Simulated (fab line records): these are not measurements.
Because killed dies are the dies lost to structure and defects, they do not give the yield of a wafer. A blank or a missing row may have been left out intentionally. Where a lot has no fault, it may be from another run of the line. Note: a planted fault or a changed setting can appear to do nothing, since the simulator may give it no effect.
fab line records    flow n5-finfet
record lots=6  wafers=16  last-day=18
route steps=1938 shown DUMMY_GATE@256 SPACER0@258 SD_EPI_N@262 BEOL_M4@1111 PASSIVATION@1936
lots that met no fault: from a run of the same line without faults
start-h: hours from the record's first day to the start of the lot's first wafer shown    wait-h: how many hours have passed since the lot's step before this one    " unchanged from the row above    L1.1+2: several wafers, shown together as one row    - no value, or no start given    * or withheld: withheld    < > ~ a bound
route shown NAME@n: names a module that has steps shown in the file, with the first one's number in the route    usual: mean and standard deviation over wafers with no fault    same: alike in all rows    chamber/n: place in a boat    sites: the reading at each site    _std_site: how widely they spread, as a standard deviation    _edge_site: outer sites' mean less inner sites'    radius-mm: for every site, how far away it sits from the centre of the wafer    mask NAME#n: copy n    behind: tool/chamber where the wafer was last shaped    hold: why the lot went on hold/how many hours it stayed there/how the hold came to an end    device: the n, p or np transistor that did not switch    end of line: at the end of the route, the tests of the same wafers    a step with no rows: only its recipe    killed: not the wafer's yield, but the dies lost to structure and defects at the first sort    map: dies across one wafer; x = killed, . = not, _ = none there
set.NAME: the run value of the setting; set.NAME@STEP: its run value at that earlier step    model.NAME: the simulator's own value behind a step, which no gauge read
lots at selected steps of the route; one table per step, one row per wafer
services: the hour from which a tool's chamber was out of use, counted from the record's first day as start-h (under 0 if before that day), plus the number of hours and why
## steps
# step N5_DUMMY_GATE_UV_OZONE_45
# recipe time-s=120  pressure-torr=760  temp-c=25
# step N5_DUMMY_GATE_INSPECT_27
# recipe inspect-instrument=brightfield  mode=aei
# usual raw-defect-count=310/81
lot.wafer  tool               chamber  start-h  wait-h  raw-defect-count
L852.1     defect-inspect-02  -        64.76    0.0     211
L852.3     "                  -        "        "       262
L852.4     "                  -        "        "       207
L857.1     defect-inspect-01  -        99.97    0.0     262
L857.2     "                  -        "        "       202
L857.5     "                  -        "        "       277
L858.1     defect-inspect-01  -        102.40   0.0     387
L858.3     "                  -        "        "       308
L866.3     defect-inspect-01  -        150.38   0.0     232
L866.5     "                  -        "        "       219
L866.6     "                  -        "        "       343
L868.2     defect-inspect-01  -        163.06   0.0     282
L868.3     "                  -        "        "       219
L868.4     "                  -        "        "       396
L872.1     defect-inspect-01  -        186.71   0.0     330
L872.5     "                  -        "        "       302
# step N5_SPACER0_ALD_07
# recipe material=SiNx  target-thk-a=20  temp-c=400  ald-precursor-family=SiH2I2  ald-co-reactant=N2/H2-plasma  pressure-torr=2
# usual heater-power-outer-w=528/60  heater-power-w=858/96
lot.wafer  tool        chamber  start-h  wait-h  heater-power-outer-w  heater-power-w
L852.1     ald-sin-03  3        64.80    0.0     565                   844
L852.3     "           1        "        "       520                   931
L852.4     "           0        "        "       583                   918
L857.1     ald-sin-02  2        100.29   0.3     477                   728
L857.2     "           3        "        "       586                   971
L857.5     "           3        "        "       579                   959
L858.1     ald-sin-04  1        102.44   0.0     527                   859
L858.3     "           3        "        "       420                   737
L866.3     ald-sin-02  1        150.50   0.1     576                   933
L866.5     "           1        "        "       567                   933
L866.6     "           0        "        "       442                   695
L868.2     ald-sin-02  1        163.10   0.0     564                   931
L868.3     "           0        "        "       452                   691
L868.4     "           3        "        "       576                   989
L872.1     ald-sin-02  3        188.41   1.7     582                   986
L872.5     "           2        "        "       488                   739
# step N5_SPACER0_ALD_00
# recipe material=SiOCN  target-thk-a=35  temp-c=400  ald-precursor-family=alkyl-aminosilane  ald-co-reactant=O2/N2-plasma  pulse-time-s=3  purge-time-s=2  co-reactant-purge-time-s=2  ald-cycles=58  pressure-torr=2
# usual heater-power-outer-w=527/60  heater-power-w=858/98  precursor-pulse-height-rel=0.998/0.021
lot.wafer  tool        chamber  start-h  wait-h  heater-power-outer-w  heater-power-w  precursor-pulse-height-rel
L852.1     ald-sin-03  3        64.95    0.1     553                   842             1.013
L852.3     "           1        "        "       518                   921             1.024
L852.4     "           0        "        "       606                   929             1.014
L857.1     ald-sin-02  2        100.44   0.1     470                   735             1.030
L857.2     "           3        "        "       579                   980             0.994
L857.5     "           3        "        "       593                   973             0.994
L858.1     ald-sin-04  1        102.59   0.1     529                   846             1.004
L858.3     "           3        "        "       415                   734             0.991
L866.3     ald-sin-02  1        150.65   0.1     572                   970             0.970
L866.5     "           1        "        "       569                   953             1.010
L866.6     "           0        "        "       446                   687             1.005
L868.2     ald-sin-02  1        163.25   0.1     567                   938             0.981
L868.3     "           0        "        "       441                   690             1.016
L868.4     "           3        "        "       565                   1010            0.958
L872.1     ald-sin-02  3        188.56   0.1     570                   978             0.998
L872.5     "           2        "        "       475                   742             1.008
# step N5_SPACER0_ALD_08
# recipe material=SiNx  target-thk-a=20  temp-c=400  ald-precursor-family=SiH2I2  ald-co-reactant=N2/H2-plasma  pressure-torr=2
# usual heater-power-outer-w=528/62  heater-power-w=858/95
lot.wafer  tool        chamber  start-h  wait-h  heater-power-outer-w  heater-power-w
L852.1     ald-sin-03  3        65.21    0.1     553                   838
L852.3     "           1        "        "       539                   918
L852.4     "           0        "        "       602                   932
L857.1     ald-sin-02  2        100.70   0.1     478                   734
L857.2     "           3        "        "       582                   998
L857.5     "           3        "        "       581                   975
L858.1     ald-sin-04  1        102.85   0.1     529                   862
L858.3     "           3        "        "       415                   732
L866.3     ald-sin-02  1        150.91   0.1     569                   944
L866.5     "           1        "        "       557                   944
L866.6     "           0        "        "       445                   712
L868.2     ald-sin-02  1        163.51   0.1     580                   911
L868.3     "           0        "        "       438                   691
L868.4     "           3        "        "       573                   987
L872.1     ald-sin-02  3        188.82   0.1     573                   984
L872.5     "           2        "        "       480                   716
# step N5_SPACER0_INSPECT_04
# recipe inspect-instrument=darkfield  mode=post-dep
# usual raw-defect-count=134/32
lot.wafer  tool               chamber  start-h  wait-h  raw-defect-count
L852.1     defect-inspect-02  -        65.37    0.1     98
L852.3     "                  -        "        "       132
L852.4     "                  -        "        "       97
L857.1     defect-inspect-01  -        100.86   0.1     130
L857.2     "                  -        "        "       129
L857.5     "                  -        "        "       128
L858.1     defect-inspect-02  -        103.00   0.1     129
L858.3     "                  -        "        "       123
L866.3     defect-inspect-02  -        151.06   0.1     97
L866.5     "                  -        "        "       84
L866.6     "                  -        "        "       138
L868.2     defect-inspect-02  -        163.66   0.1     127
L868.3     "                  -        "        "       87
L868.4     "                  -        "        "       164
L872.1     defect-inspect-01  -        188.97   0.1     139
L872.5     "                  -        "        "       126
# step N5_SD_EPI_N_COAT_32
# recipe resist=SOC  temp-c=250  time-s=60  spin-rpm=1500  resist-thk-nm=350
# step N5_SD_EPI_N_COAT_33
# recipe resist=SiARC  temp-c=220  time-s=60  spin-rpm=1500  resist-thk-nm=35
# step N5_SD_EPI_N_COAT_03
# recipe resist=CAR-ArF-block  spin-rpm=1500  resist-thk-nm=150
# step N5_SD_EPI_N_EBR_05
# recipe solvent=PGMEA  ebr-width-mm=1.5
# step N5_SD_EPI_N_SOFTBAKE_04
# recipe temp-c=110  time-s=60  resist=CAR-ArF-block
# step N5_SD_EPI_N_EXPOSE_06
# recipe mask-id=SD_N_BLK  na=1.35  source-shape=conventional  sigma-outer=0.8  polarization=unpolarized  target-cd-nm=120  dose-mj=39.75
# step N5_SD_EPI_N_PEB_07
# recipe peb-temp-c=110  peb-time-s=60  resist=CAR-ArF-block
# usual plate-temp-C=110.00/0.13
lot.wafer  tool            chamber  start-h  wait-h  plate-temp-C
L852.1     litho-track-03  0        65.57    0.1     109.95
L852.3     "               0        "        "       110.01
L852.4     "               0        "        "       109.99
L857.1     litho-track-02  0        101.19   0.1     109.78
L857.2     "               0        "        "       109.93
L857.5     "               0        "        "       110.12
L858.1     litho-track-01  0        103.21   0.1     110.23
L858.3     "               0        "        "       110.08
L866.3     litho-track-03  0        151.40   0.0     109.85
L866.5     "               0        "        "       109.96
L866.6     "               0        "        "       109.85
L868.2     litho-track-03  0        164.00   0.0     109.89
L868.3     "               0        "        "       109.77
L868.4     "               0        "        "       110.10
L872.1     litho-track-01  0        189.31   0.1     109.89
L872.5     "               0        "        "       109.94
# step N5_SD_EPI_N_DEVELOP_08
# recipe develop-time-s=30  developer=TMAH  resist=CAR-ArF-block  dev-temp-c=23  rinse-liquid=diw  dry=air-spin
# step N5_SD_EPI_N_CD_MEAS_09
# recipe target-cd-nm=120  landing-energy-ev=500  detector=se-inlens
# usual cd-nm=119.7/1.1
# same landing-energy-ev=500
lot.wafer  tool       chamber  start-h  wait-h  cd-nm
L852.1     cd-sem-01  0        65.64    -       118.8
L852.3     "          0        "        "       118.0
L852.4     "          0        "        "       120.0
L857.1     cd-sem-02  0        101.25   -       118.9
L857.2     "          0        "        "       119.5
L857.5     "          0        "        "       119.4
L858.1     cd-sem-01  0        103.28   -       120.5
L858.3     "          0        "        "       121.0
L866.3     cd-sem-02  0        151.46   -       122.2
L866.5     "          0        "        "       122.5
L866.6     "          0        "        "       121.3
L868.2     cd-sem-03  0        164.06   -       121.2
L868.3     "          0        "        "       119.4
L868.4     "          0        "        "       120.6
L872.1     cd-sem-02  0        189.37   -       121.2
L872.5     "          0        "        "       120.9
# step N5_SD_EPI_N_OVL_MEAS_10
# recipe points-per-wafer=44
# usual SD_N_BLK_OVL=0.6/0.69
lot.wafer  tool        chamber  start-h  wait-h  SD_N_BLK_OVL[nm]
L852.1     overlay-02  0        65.67    0.0     1.4
L852.3     "           0        "        "       0.8
L852.4     "           0        "        "       2.1
L857.1     overlay-02  0        101.28   0.0     0.8
L857.2     "           0        "        "       0.9
L857.5     "           0        "        "       2.0
L858.1     overlay-01  0        103.31   0.0     -0.3
L858.3     "           0        "        "       -0.7
L866.3     overlay-02  0        151.49   0.0     0.8
L866.5     "           0        "        "       -0.8
L866.6     "           0        "        "       -0.7
L868.2     overlay-02  0        164.09   0.0     -0.1
L868.3     "           0        "        "       1.1
L868.4     "           0        "        "       -0.3
L872.1     overlay-01  0        189.40   0.0     1.4
L872.5     "           0        "        "       1.5
# step N5_SD_EPI_N_INSPECT_11
# recipe mode=adi  inspect-instrument=macro
# usual raw-defect-count=2.2/1.5
lot.wafer  tool               chamber  start-h  wait-h  raw-defect-count
L852.1     defect-inspect-02  -        65.69    0.0     2
L852.3     "                  -        "        "       5
L852.4     "                  -        "        "       5
L857.1     defect-inspect-01  -        101.31   0.0     1
L857.2     "                  -        "        "       4
L857.5     "                  -        "        "       5
L858.1     defect-inspect-02  -        103.33   0.0     3
L858.3     "                  -        "        "       3
L866.3     defect-inspect-01  -        151.52   0.0     2
L866.5     "                  -        "        "       0
L866.6     "                  -        "        "       3
L868.2     defect-inspect-01  -        164.12   0.0     1
L868.3     "                  -        "        "       1
L868.4     "                  -        "        "       2
L872.1     defect-inspect-01  -        189.43   0.0     2
L872.5     "                  -        "        "       1
# step N5_SD_EPI_N_DESCUM_14
# recipe chemistry=O2  time-s=7.9  source-power-w=50  bias-power-w=20  pressure-mtorr=20  rf-frequency-hz=2.712e+07  temp-c=40  resist=CAR-ArF-block  o2-flow-sccm=225
# usual drypump-motor-current-A=5.7/0.43  oes-product-au=0.75/0.086  rf-vpp-V=243.6/1.3  showerhead-plenum-p-Torr=2.12/0.068  throttle-valve-pct=20.48/0.19
lot.wafer  tool         chamber  start-h  wait-h  drypump-motor-current-A  oes-product-au  rf-hours-counter-h  rf-vpp-V  showerhead-plenum-p-Torr  throttle-valve-pct  model.SD_EPI_N.cd-nm
L852.1     rie-diel-05  3        65.73    0.0     6.1                      0.72            189                 243.1     2.06                      20.41               118.6
L852.3     "            0        "        "       5.4                      0.68            229                 241.1     2.07                      20.58               118.2
L852.4     "            3        "        "       6.2                      0.72            -                   242.9     2.06                      20.43               119.8
L857.1     rie-diel-05  2        101.34   0.0     5.7                      0.80            94                  245.0     2.20                      20.37               119.2
L857.2     "            3        "        "       6.2                      0.70            203                 241.4     2.06                      20.44               119.4
L857.5     "            3        "        "       6.1                      0.71            -                   241.7     2.06                      20.43               119
L858.1     rie-diel-06  0        103.48   0.1     5.3                      0.70            178                 241.2     2.00                      20.41               120.6
L858.3     "            2        "        "       6.4                      0.68            246                 244.4     2.17                      20.61               120.8
L866.3     rie-diel-04  2        151.55   0.0     5.8                      0.82            98                  245.5     2.21                      20.53               122.4
L866.5     "            3        "        "       5.3                      0.73            -                   243.1     2.07                      20.63               122.4
L866.6     "            2        "        "       5.9                      0.83            -                   245.1     2.21                      20.54               121.4
L868.2     rie-diel-06  3        164.21   0.1     5.7                      0.90            16                  243.7     2.12                      20.01               121.4
L868.3     "            2        "        "       6.4                      0.95            7                   244.0     2.16                      20.34               119.4
L868.4     "            0        "        "       5.3                      0.68            -                   241.5     1.99                      20.46               120.4
L872.1     rie-diel-05  3        189.46   0.0     6.1                      0.68            238                 243.8     2.05                      20.48               121.2
L872.5     "            3        "        "       6.2                      0.69            -                   240.8     2.05                      20.50               120.8
# step N5_SD_EPI_N_ETCH_34
# recipe chemistry=CF4  target=SiARC  target-depth-a=455  mask-material=CAR-ArF-block  time-s=75.8  ion-energy-ev=80  pressure-mtorr=40  source-w=545  bias-w=36  Ar_flow_sccm=100  cf4-flow-sccm=100  ends=cleared
# usual drypump-motor-current-A=5.7/0.42  etch-rf-on-time-s=75.8/2.2  oes-product-au=0.65/0.073  rf-vpp-V=184.5/1.1  showerhead-plenum-p-Torr=2.17/0.06  throttle-valve-pct=15.71/0.19
lot.wafer  tool         chamber  start-h  wait-h  drypump-motor-current-A  etch-rf-on-time-s  oes-product-au  rf-hours-counter-h  rf-vpp-V  showerhead-plenum-p-Torr  throttle-valve-pct  model.SD_EPI_N.cd-nm
L852.1     rie-diel-05  3        65.76    0.0     6.1                      76.0               0.62            189                 184.5     2.13                      15.76               118.6
L852.3     "            0        "        "       5.3                      80.0               0.56            229                 184.1     2.11                      15.76               118
L852.4     "            3        "        "       6.1                      76.6               0.62            -                   184.1     2.13                      15.77               120
L857.1     rie-diel-05  2        101.38   0.0     5.7                      74.2               0.70            94                  186.5     2.25                      15.60               119.6
L857.2     "            3        "        "       6.1                      76.2               0.60            203                 183.8     2.12                      15.79               119.6
L857.5     "            3        "        "       6.2                      76.0               0.61            -                   184.6     2.12                      15.79               119.2
L858.1     rie-diel-06  0        103.51   0.0     5.3                      79.5               0.59            178                 182.9     2.07                      15.78               120.4
L858.3     "            2        "        "       6.4                      76.6               0.59            246                 184.6     2.18                      15.71               120.4
L866.3     rie-diel-04  2        151.58   0.0     5.9                      76.3               0.70            98                  185.0     2.25                      15.68               123
L866.5     "            3        "        "       5.4                      73.4               0.63            -                   183.8     2.12                      15.91               122.6
L866.6     "            2        "        "       5.9                      76.8               0.69            -                   186.7     2.25                      15.70               122
L868.2     rie-diel-06  3        164.25   0.0     5.7                      74.4               0.78            16                  185.1     2.19                      15.26               120.8
L868.3     "            2        "        "       6.4                      74.9               0.83            7                   185.5     2.18                      15.25               119.2
L868.4     "            0        "        "       5.3                      78.6               0.58            -                   183.3     2.06                      15.82               120.2
L872.1     rie-diel-05  3        189.50   0.0     6.1                      75.6               0.59            238                 183.4     2.11                      15.87               121.2
L872.5     "            3        "        "       6.1                      75.9               0.59            -                   183.7     2.11                      15.85               120.6
# step N5_SD_EPI_N_ETCH_35
# recipe chemistry=N2/H2  target=SOC  overetch-a=1080  mask-material=SiARC  temp-c=40  ion-energy-ev=100  source-w=3000  bias-w=133  pressure-mtorr=20  time-s=486  n2-flow-sccm=200  h2-flow-sccm=200
# usual drypump-motor-current-A=5.7/0.43  oes-product-au=0.68/0.074  rf-vpp-V=241.1/1.4  showerhead-plenum-p-Torr=2.57/0.08  throttle-valve-pct=23.8/0.32
lot.wafer  tool         chamber  start-h  wait-h  drypump-motor-current-A  oes-product-au  rf-hours-counter-h  rf-vpp-V  showerhead-plenum-p-Torr  throttle-valve-pct
L852.1     rie-diel-05  3        65.82    0.0     6.2                      0.65            189                 240.5     2.54                      24.2
L852.3     "            0        "        "       5.3                      0.61            229                 240.8     2.53                      24.1
L852.4     "            3        "        "       6.2                      0.65            -                   240.2     2.54                      24.2
L857.1     rie-diel-05  2        101.43   0.0     5.7                      0.72            94                  242.1     2.69                      24.1
L857.2     "            3        "        "       6.1                      0.63            204                 240.0     2.53                      24.2
L857.5     "            3        "        "       6.1                      0.64            -                   239.6     2.53                      24.2
L858.1     rie-diel-06  0        103.57   0.0     5.3                      0.63            178                 240.2     2.41                      23.6
L858.3     "            2        "        "       6.4                      0.62            246                 241.7     2.59                      23.5
L866.3     rie-diel-04  2        151.64   0.0     5.9                      0.74            98                  243.3     2.66                      23.5
L866.5     "            3        "        "       5.3                      0.64            -                   240.7     2.50                      23.8
L866.6     "            2        "        "       5.9                      0.74            -                   240.4     2.66                      23.5
L868.2     rie-diel-06  3        164.30   0.0     5.7                      0.80            16                  241.2     2.60                      23.5
L868.3     "            2        "        "       6.4                      0.86            7                   240.9     2.58                      23.3
L868.4     "            0        "        "       5.3                      0.63            -                   239.0     2.40                      23.6
L872.1     rie-diel-05  3        189.55   0.0     6.2                      0.62            238                 241.7     2.52                      24.3
L872.5     "            3        "        "       6.1                      0.62            -                   239.6     2.52                      24.3
# step N5_BEOL_M4_RC_MEAS_101
# usual DIBL_N=36.1/2  DIBL_P=36.3/2.5  IOFF_N=0.16/0.037  IOFF_P=0.21/0.039  ION_N=678/15  ION_P=465/8.7  SS_N=71.4/0.7  SS_P=73.3/0.74  VT_N=249/3.6  VT_P=-250.0/2.9
lot.wafer  tool       chamber  start-h  wait-h  DIBL_N[mV/V]  DIBL_P[mV/V]  IOFF_N[nA/um]  IOFF_P[nA/um]  ION_N[uA/um]  ION_P[uA/um]  SS_N[mV/dec]  SS_P[mV/dec]  VT_N[mV]  VT_P[mV]
L852.1     prober-02  0        181.07   0.0     37.8          37.0          0.16           0.24           687           473           71.6          73.8          250       -247.3
L852.3     "          0        "        "       35.7          32.9          0.12           0.18           654           451           71.3          72.5          254       -252.8
L852.4     "          0        "        "       33.7          31.7          0.09           0.17           640           449           70.3          72.8          256       -252.8
L857.1     prober-02  0        232.92   0.0     34.1          35.9          0.13           0.16           673           463           70.8          72.2          253       -254.6
L857.2     "          0        "        "       34.2          36.3          0.13           0.16           677           459           70.8          72.2          252       -255.3
L857.5     "          0        "        "       37.2          39.5          0.19           0.22           695           469           71.4          73.8          247       -253.5
L858.1     prober-01  0        233.68   0.0     34.4          34.5          0.13           0.19           663           462           71.1          72.9          252       -249.8
L858.3     "          0        "        "       39.3          39.2          0.22           0.28           669           464           72.4          73.9          249       -246.1
L866.3     prober-02  0        299.46   0.3     32.7          32.9          0.11           0.16           668           463           70.4          72.5          256       -250.3
L866.5     "          0        "        "       33.5          33.2          0.12           0.16           664           460           70.7          72.6          254       -253.1
L866.6     "          0        "        "       38.5          41.1          0.21           0.30           676           469           71.9          74.7          247       -245.6
L868.2     prober-02  0        308.42   0.2     38.1          40.0          0.22           0.27           688           472           72.0          74.1          242       -249.1
L868.3     "          0        "        "       34.3          35.7          0.13           0.20           681           470           70.7          73.4          254       -250.4
L868.4     "          0        "        "       34.2          35.2          0.14           0.20           667           456           70.6          72.8          250       -253.2
L872.1     prober-02  0        313.10   0.0     34.4          35.3          0.13           0.20           663           456           70.3          73.5          250       -248.7
L872.5     "          0        "        "       32.6          32.2          0.11           0.16           674           474           70.5          72.4          252       -252.8
# step N5_PASSIVATION_PROBE_49
# usual defect-limited-yield=91.1/1.3  killed_at_M0_to_M3=32/9.7  killed_at_M4_up=16/6  killed-at-contacts=12/5.9  killed-at-front-end=41/11  killed-at-other=4/3.1  killed-dies=104/16  killed-open=68/12  killed-short=34/7.4  sort_bin_5_function=5.1/0.85  sort_bin_6_memory=3.3/0.66  sort_bin_8_speed=0.1/0.53  sort-n-pass=1075/16  sort-yield-pct=91.1/1.4
# same gross-dies=1180  killed-at-back-side=0  sort_bin_4_leakage[%]=0
lot.wafer  tool       chamber  start-h  wait-h  defect-limited-yield[%]  killed_at_M0_to_M3  killed_at_M4_up  killed-at-contacts  killed-at-front-end  killed-at-other  killed-dies  killed-open  killed-short  sort_bin_5_function[%]  sort_bin_6_memory[%]  sort_bin_8_speed[%]  sort-n-pass  sort-yield-pct[%]
L852.1     prober-02  -        300.87   0.0     92.8                     25                  8                8                   35                   9                85           49           35            4.6                     2.4                   0                    1095         92.8
L852.3     prober-02  -        300.97   0.1     91.8                     17                  32               8                   33                   7                97           66           29            4.6                     3.1                   0                    1083         91.8
L852.4     prober-02  -        301.02   0.2     90.4                     32                  14               16                  44                   7                113          73           37            4.6                     4.6                   0.8                  1058         89.7
L857.1     prober-01  -        332.20   0.0     92.9                     17                  10               21                  32                   4                84           46           37            4.0                     2.7                   0                    1096         92.9
L857.2     prober-01  -        332.25   0.1     91.8                     32                  12               17                  34                   2                97           51           40            4.5                     3.1                   0                    1083         91.8
L857.5     prober-01  -        332.40   0.2     89.2                     27                  19               21                  58                   3                128          79           47            6.1                     4.2                   0                    1052         89.2
L858.1     prober-02  -        343.25   0.0     92.3                     38                  14               15                  22                   2                91           71           20            4.5                     3.1                   0                    1089         92.3
L858.3     prober-02  -        343.35   0.1     88.8                     51                  15               18                  45                   3                132          88           44            5.8                     5.1                   0                    1048         88.8
L866.3     prober-01  -        400.04   0.1     90.2                     21                  24               19                  52                   0                116          83           28            5.7                     3.6                   0                    1064         90.2
L866.5     prober-01  -        400.14   0.2     92.5                     29                  22               6                   28                   4                89           52           37            4.7                     2.6                   0                    1091         92.5
L866.6     prober-01  -        400.19   0.3     92.8                     25                  15               8                   37                   0                85           57           21            3.5                     3.1                   0                    1095         92.8
L868.2     prober-01  -        425.34   0.1     87.6                     24                  9                16                  95                   2                146          89           35            5.6                     4.8                   0                    1034         87.6
L868.3     prober-01  -        425.39   0.1     90.3                     30                  12               17                  50                   5                114          72           41            6.0                     3.5                   0                    1066         90.3
L868.4     prober-01  -        425.44   0.2     88.6                     32                  28               5                   67                   3                135          94           34            6.8                     4.0                   0                    1045         88.6
L872.1     prober-02  -        442.73   0.6     90.4                     28                  9                21                  54                   1                113          66           46            5.3                     3.7                   0                    1067         90.4
L872.5     prober-02  -        442.93   0.8     90.5                     30                  11               17                  52                   2                112          80           32            5.8                     3.2                   0                    1068         90.5
# killed by level:class
L852.1 FIN_SAQP:geometric-particle:short=12 FIN_SAQP:geometric-particle:open=7 MOL_CONTACT_COAG:geometric-particle:open=7 BEOL_M2:geometric-particle:open=6 BEOL_M4:geometric-particle:open=6 BEOL_M0_SAQP:geometric-particle:open=5 GATE_CUT:geometric-particle:short=4 BEOL_M2:geometric-particle:short=4
L852.3 BEOL_M4:geometric-particle:open=19 FIN_SAQP:geometric-particle:open=11 MOL_CONTACT_COAG:geometric-particle:open=6 BEOL_M3:geometric-particle:open=6 BEOL_M5:geometric-particle:open=5 STARTING-WAFER:geometric-particle:short=5 FIN_SAQP:geometric-particle:short=4 ILD0:geometric-particle:short=4
L852.4 MOL_CONTACT_COAG:geometric-particle:open=15 FIN_SAQP:geometric-particle:open=8 ILD0:geometric-particle:short=8 BEOL_M2:geometric-particle:open=7 BEOL_M0_SAQP:geometric-particle:open=6 BEOL_M0_SAQP:geometric-particle:short=6 BEOL_M3:geometric-particle:open=6 BEOL_M4:geometric-particle:open=6
L857.1 MOL_CONTACT_COAG:geometric-particle:open=16 FIN_SAQP:geometric-particle:short=10 FIN_SAQP:geometric-particle:open=7 BEOL_M0_SAQP:geometric-particle:short=6 MOL_CONTACT_COAG:geometric-particle:short=5 ILD0:geometric-particle:open=3 BEOL_M1:geometric-particle:short=3 PASS1_CAP:geometric-particle:short=3
L857.2 FIN_SAQP:geometric-particle:short=15 MOL_CONTACT_COAG:geometric-particle:open=13 BEOL_M0_SAQP:geometric-particle:open=7 BEOL_M5:geometric-particle:open=6 BEOL_M1:geometric-particle:open=6 BEOL_M0_SAQP:geometric-particle:short=5 MOL_CONTACT_COAG:geometric-particle:short=4 BEOL_M2:geometric-particle:open=4
L857.5 FIN_SAQP:geometric-particle:short=17 FIN_SAQP:geometric-particle:open=16 MOL_CONTACT_COAG:geometric-particle:open=16 BEOL_M3:geometric-particle:open=11 BEOL_M5:geometric-particle:open=7 DUMMY_GATE:geometric-particle:open=5 GATE_CUT:geometric-particle:short=5 MOL_CONTACT_COAG:geometric-particle:short=5
L858.1 MOL_CONTACT_COAG:geometric-particle:open=14 BEOL_M2:geometric-particle:open=11 BEOL_M0_SAQP:geometric-particle:short=7 BEOL_M3:geometric-particle:open=7 BEOL_M4:geometric-particle:open=6 BEOL_M0_SAQP:geometric-particle:open=5 FIN_SAQP:geometric-particle:open=4 GATE_CUT:geometric-particle:open=4
L858.3 MOL_CONTACT_COAG:geometric-particle:open=14 BEOL_M2:geometric-particle:open=13 BEOL_M0_SAQP:geometric-particle:short=9 DUMMY_GATE:geometric-particle:open=9 BEOL_M0_SAQP:geometric-particle:open=9 BEOL_M3:geometric-particle:open=8 STI_FIN_REVEAL:geometric-particle:open=7 BEOL_M4:geometric-particle:open=5
L866.3 MOL_CONTACT_COAG:geometric-particle:open=17 DUMMY_GATE:geometric-particle:open=14 STI_FIN_REVEAL:geometric-particle:open=9 BEOL_M3:geometric-particle:open=9 BEOL_M4:geometric-particle:open=9 FIN_SAQP:geometric-particle:open=6 BEOL_M2:geometric-particle:open=5 BEOL_M4:geometric-particle:short=5
L866.5 BEOL_M4:geometric-particle:open=10 FIN_SAQP:geometric-particle:short=9 BEOL_M0_SAQP:geometric-particle:short=6 BEOL_M0_SAQP:geometric-particle:open=6 BEOL_M3:geometric-particle:open=6 MOL_CONTACT_COAG:geometric-particle:open=5 FIN_SAQP:geometric-particle:open=3 STI_FIN_REVEAL:geometric-particle:open=3
L866.6 MOL_CONTACT_COAG:geometric-particle:open=7 BEOL_M1:geometric-particle:open=7 HKMG_FIN:area-etch=7 BEOL_M4:geometric-particle:open=6 BEOL_M0_SAQP:geometric-particle:short=5 STARTING-WAFER:geometric-particle:open=5 FIN_SAQP:geometric-particle:open=4 DUMMY_GATE:geometric-particle:open=4
L868.2 FIN_SAQP:geometric-particle:open=22 HKMG_FIN:area-etch=20 STI_FIN_REVEAL:geometric-particle:open=17 MOL_CONTACT_COAG:geometric-particle:open=11 BEOL_M0_SAQP:geometric-particle:short=7 FIN_SAQP:geometric-particle:short=6 BEOL_M0_SAQP:geometric-particle:open=6 DUMMY_GATE:geometric-particle:open=5
L868.3 MOL_CONTACT_COAG:geometric-particle:open=16 FIN_SAQP:geometric-particle:short=15 BEOL_M0_SAQP:geometric-particle:short=12 FIN_SAQP:geometric-particle:open=9 DUMMY_GATE:geometric-particle:open=7 BEOL_M4:geometric-particle:open=6 STI_FIN_REVEAL:geometric-particle:open=5 BEOL_M2:geometric-particle:open=5
L868.4 BEOL_M4:geometric-particle:open=18 FIN_SAQP:geometric-particle:open=16 DUMMY_GATE:geometric-particle:open=13 BEOL_M0_SAQP:geometric-particle:open=13 STI_FIN_REVEAL:geometric-particle:open=12 FIN_SAQP:geometric-particle:short=9 BEOL_M0_SAQP:geometric-particle:short=7 BEOL_M3:geometric-particle:open=6
L872.1 FIN_SAQP:geometric-particle:open=22 MOL_CONTACT_COAG:geometric-particle:open=15 FIN_SAQP:geometric-particle:short=14 BEOL_M0_SAQP:geometric-particle:short=8 BEOL_M1:geometric-particle:short=8 MOL_CONTACT_COAG:geometric-particle:short=6 STI_FIN_REVEAL:geometric-particle:open=5 BEOL_M1:geometric-particle:open=5
L872.5 FIN_SAQP:geometric-particle:open=18 MOL_CONTACT_COAG:geometric-particle:open=15 BEOL_M0_SAQP:geometric-particle:open=9 BEOL_M0_SAQP:geometric-particle:short=9 STI_FIN_REVEAL:geometric-particle:open=7 DUMMY_GATE:geometric-particle:open=6 FIN_SAQP:geometric-particle:short=5 STARTING-WAFER:geometric-particle:open=5
## services
tool         chamber  start-h  hours  kind
rie-diel-04  3        43.63    2.5    repair
rie-diel-05  1        48.64    -      clean
rie-diel-05  1        48.64    -      consumable-replace:focus-ring
rie-diel-05  1        48.64    23.2   scheduled-down
rie-diel-05  1        48.64    23.2   vent-cycle
ald-sin-02   -        53.80    2.8    pm
rie-diel-06  3        59.63    11.1   repair
rie-diel-04  1        64.66    7.4    repair
ald-sin-03   -        77.00    0.6    repair
rie-diel-06  0        80.80    5.8    repair
ald-sin-02   -        93.19    0.3    repair
rie-diel-05  1        102.88   4.1    repair
rie-diel-06  3        109.47   -      clean
rie-diel-06  3        109.47   -      consumable-replace:focus-ring
rie-diel-06  3        109.47   17.5   scheduled-down
rie-diel-05  0        124.16   -      clean
rie-diel-05  0        124.16   -      consumable-replace:focus-ring
rie-diel-05  0        124.16   14.1   scheduled-down
rie-diel-05  0        124.16   14.1   vent-cycle
ald-sin-02   -        164.05   2.8    repair
rie-diel-05  0        167.07   5.0    repair
rie-diel-04  2        175.54   3.6    repair
ald-sin-03   -        178.32   14.0   pm
rie-diel-05  1        183.42   12.0   repair
## key
first-sign none at tools or gauges
model-effect step=N5_SD_EPI_N_DESCUM_14  value=SD_EPI_N.cd-nm  without=119.4  struck=121.2
model-effect step=N5_SD_EPI_N_ETCH_34  value=SD_EPI_N.cd-nm  without=119.5  struck=121.3
met-at N5_SD_EPI_N_PEB_07
struck-wafers L866.3,L866.5,L866.6,L868.2,L868.3,L868.4
baseline-loss step=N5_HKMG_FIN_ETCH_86  wafers=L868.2
onset-between 65.57 151.40
fault kind=process-parameter-drift  tool=litho-track-03  chamber=-  onset-h=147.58  steps=N5_SD_EPI_N_PEB_07  channel=peb-time-s  offset=*  shape=step  end-h=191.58  acts-in=*  stated=*
# baseline-loss: these wafers lose ten dies or more at that step, a loss of the line's own and not of a fault; the sort's usual values leave them out
